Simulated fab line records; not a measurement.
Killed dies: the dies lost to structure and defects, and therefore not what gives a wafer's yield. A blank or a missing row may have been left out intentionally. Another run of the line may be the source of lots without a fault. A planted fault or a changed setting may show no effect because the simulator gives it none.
Split-lot trial | flow n5Finfet | 7 lots, 39 wafers read, on a route of 1938 steps

== ON THE SPLIT ==
At N5_SD_EPI_P_DESCUM_14 (chemistry O2, time 7.9 s), the setting timeS was moved away from the recipe's 7.9 s on 12 of the 39 wafers read, by -50.1% to +50.5%. For the rest of the wafers, this setting stayed at what the recipe calls for.

The file shows no step between the split and the reading.

== THE READING ==
CAR-ArF-block_of_SD_EPI_P_COAT_03.thkNm (the simulator's own value, which no gauge read), in nm, at N5_SD_EPI_P_ETCH_36 (etches SiARC in CF4, target depth 45.5 nm, time 75.8 s). No usual value for it is given in the file. Average 111.4 nm, standard deviation 0.47 nm, over the 27 wafers here run with the recipe.

wafer  | tool, chamber at the split | timeS as run, s | against the recipe | CAR-ArF-block_of_SD_EPI_P_COAT_03.thkNm, nm | against lot-mates on the recipe
L080.1 | rieDiel-01, 0,3            | 11.82           | +49.6%             | 109                                         | -2.6
L080.2 | rieDiel-01, 0,3            | 11.82           | +49.6%             | 109                                         | -2.6
L080.3 | rieDiel-01, 2,1            | 7.9             | recipe             | 111.4                                       | -
L080.4 | rieDiel-01, 2,1            | 7.9             | recipe             | 111.4                                       | -
L080.5 | rieDiel-01, 2              | 11.82           | +49.6%             | 108.8                                       | -2.8
L080.6 | rieDiel-01, 3              | 7.9             | recipe             | 112                                         | -
L081.1 | rieDiel-01, 2,1            | 7.9             | recipe             | 111.4                                       | -
L081.6 | rieDiel-01, 2,1            | 7.9             | recipe             | 111.4                                       | -
L081.2 | rieDiel-01, 1              | 7.9             | recipe             | 111.6                                       | -
L081.3 | rieDiel-01, 3,0            | 7.9             | recipe             | 111                                         | -
L081.4 | rieDiel-01, 3,0            | 7.9             | recipe             | 111.2                                       | -
L081.5 | rieDiel-01, 0              | 7.9             | recipe             | 110.6                                       | -
L084.1 | rieDiel-04, 2              | 7.9             | recipe             | 111.8                                       | -
L084.6 | rieDiel-04, 1              | 7.9             | recipe             | 111.8                                       | -
L084.2 | rieDiel-04, 3              | 5.685           | -28.0%             | 112.6                                       | +1.0
L084.4 | rieDiel-04, 1              | 5.685           | -28.0%             | 112.6                                       | +1.0
L084.3 | rieDiel-04, 0              | 7.9             | recipe             | 111.2                                       | -
L084.5 | rieDiel-04, 2              | 5.685           | -28.0%             | 113                                         | +1.4
L086.1 | rieDiel-05, 3              | 3.944           | -50.1%             | 113.6                                       | +3.1
L086.2 | rieDiel-05, 2              | 3.944           | -50.1%             | 113.2                                       | +2.7
L086.4 | rieDiel-05, 2              | 3.944           | -50.1%             | 113.2                                       | +2.7
L086.3 | rieDiel-05, 3              | 7.9             | recipe             | 110.4                                       | -
L086.5 | rieDiel-05, 2              | 7.9             | recipe             | 111                                         | -
L086.6 | rieDiel-05, 3              | 7.9             | recipe             | 110.2                                       | -
L087.1 | rieDiel-01, 3              | 11.89           | +50.5%             | 108.8                                       | -2.7
L087.2 | rieDiel-01, 2              | 7.9             | recipe             | 111.2                                       | -
L087.3 | rieDiel-01, 1              | 7.9             | recipe             | 111.6                                       | -
L087.4 | rieDiel-01, 2              | 11.89           | +50.5%             | 108.4                                       | -3.1
L087.5 | rieDiel-01, 3              | 11.89           | +50.5%             | 109                                         | -2.5
L087.6 | rieDiel-01, 1              | 7.9             | recipe             | 111.8                                       | -
L093.1 | rieDiel-04, 0              | 7.9             | recipe             | 112.2                                       | -
L093.2 | rieDiel-04, 2              | 7.9             | recipe             | 111.8                                       | -
L093.3 | rieDiel-04, 1,2            | 7.9             | recipe             | 111.4                                       | -
L093.5 | rieDiel-04, 1,2            | 7.9             | recipe             | 111.4                                       | -
L093.6 | rieDiel-04, 3              | 7.9             | recipe             | 111.4                                       | -
L093.4 | rieDiel-04, 3              | 7.9             | recipe             | 111.2                                       | -
L094.2 | rieDiel-05, 3              | 7.9             | recipe             | 111.6                                       | -
L094.4 | rieDiel-05, 1              | 7.9             | recipe             | 112                                         | -
L094.5 | rieDiel-05, 3              | 7.9             | recipe             | 111.8                                       | -
If several chambers appear in one row, that row covers several wafers at once and the file leaves open which wafer was in which chamber.

FIT RESULTS
A straight line over all 39 wafers: CAR-ArF-block_of_SD_EPI_P_COAT_03.thkNm changes by -0.0469 nm for each +1% of timeS; r = -0.94; the points scatter about the line by 0.43 nm.
The same after taking each lot's own level away (the mean of its wafers on the recipe; 39 wafers): -0.0536 nm for each +1%; r = -0.98; scatter 0.3 nm.
According to that fit, moving timeS by its largest amount changes the reading by 2.7 nm.
The lots' own levels span 110.53 to 111.80 nm, that is 2.7 times the standard deviation above.
Thus the slope moves with the lot-to-lot level: the two fits are different.
Check: -2.73 nm against its lot-mates is what the line predicts for one of the wafers moved furthest among these (+50.5%) when that wafer is left out of the fit. It came out at -2.73 nm against them.

== THESE WAFERS: OTHER SPLITS ==
Note: prior to the reading, these wafers also went through further splits. Each is held against what the fit with the lots' levels taken away leaves over:
other split on the same wafers       | wafers away from the commonest value | r with CAR-ArF-block_of_SD_EPI_P_COAT_03.thkNm (lot level and that fit taken away)
N5_ZERO_LAYER_ETCH_18 targetDepthA   | 15                                   | -0.28
N5_FIN_SAQP_SPACER1_ALD_24 aldCycles | 15                                   | -0.03

== THE WHOLE CHAIN: every reading that the file lists as answering this split, in the file's order ==
step                  | what it does                                           | reading                                                                                  | change (the file's fit)                | r (the file's)
N5_SD_EPI_P_DESCUM_14 | chemistry O2, time 7.9 s                               | CAR-ArF-block_of_SD_EPI_P_COAT_03.thkNm (the simulator's own value, which no gauge read) | -0.0524 nm for each +1% of the setting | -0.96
N5_SD_EPI_P_ETCH_36   | etches SiARC in CF4, target depth 45.5 nm, time 75.8 s | CAR-ArF-block_of_SD_EPI_P_COAT_03.thkNm (the simulator's own value, which no gauge read) | -0.0537 nm for each +1% of the setting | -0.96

== THE FILE'S OWN FIT ==
CAR-ArF-block_of_SD_EPI_P_COAT_03.thkNm changes by -0.0537 nm for each +1% of timeS, r = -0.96.
